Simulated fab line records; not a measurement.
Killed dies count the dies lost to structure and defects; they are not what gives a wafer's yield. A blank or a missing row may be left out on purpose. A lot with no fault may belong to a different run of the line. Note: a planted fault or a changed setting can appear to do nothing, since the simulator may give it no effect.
Matching of chambers -- flow n5_finfet -- rie_diel-05 running N5_MOL_CONTACT_COAG_ETCHBACK_132: 4 sister chambers
The step etches SiO2 in CHF3, target depth 10 nm, time 6.7 s. 8 wafers are shown with their chamber, then 10 later ones without.

== WAFERS WITH THEIR CHAMBER ==
wafer,chamber,rf_vpp_V (V),drypump_motor_current_A (A)
L080.2,2,498,4.8
L080.3,0,516,5.8
L080.6,3,520,6.1
L082.2,3,521,6.1
L082.4,1,540,5.1
L082.5,2,498,4.8
L083.1,1,541,5.1
L083.3,0,518,5.9

== WAFERS WITHOUT THEIR CHAMBER ==
wafer,rf_vpp_V (V),drypump_motor_current_A (A)
L083.4,498,4.8
L084.1,522,6.1
L084.2,517,5.8
L084.4,541,5.1
L085.2,517,5.9
L085.3,541,5.1
L085.6,498,4.9
L093.2,540,5.1
L093.3,521,6.1
L093.6,521,6.1

== THE CHAMBER EACH PASSED THROUGH ==
wafer,from the rows above,in truth
L083.4,2,2
L084.1,3,3
L084.2,0,0
L084.4,1,1
L085.2,0,0
L085.3,1,1
L085.6,2,2
L093.2,1,1
L093.3,3,3
L093.6,3,3
10 of 10 placed correctly. Can't be placed from these rows: 0. Placed wrongly: 0.
How it was worked out, from the rows above alone: a wafer's distance from a chamber is the root of the sum, over the readings, of the square of ((its reading less the chamber's mean) divided by the reading's scatter). If the next closest chamber is less than 2 further off than the closest, the wafer can't be placed; otherwise it belongs to the closest. Each chamber's mean is taken over the wafers shown for it. The scatter is the square root of a quotient: the sum, over the shown wafers, of each reading's squared deviation from its chamber's mean, divided by wafers minus chambers.
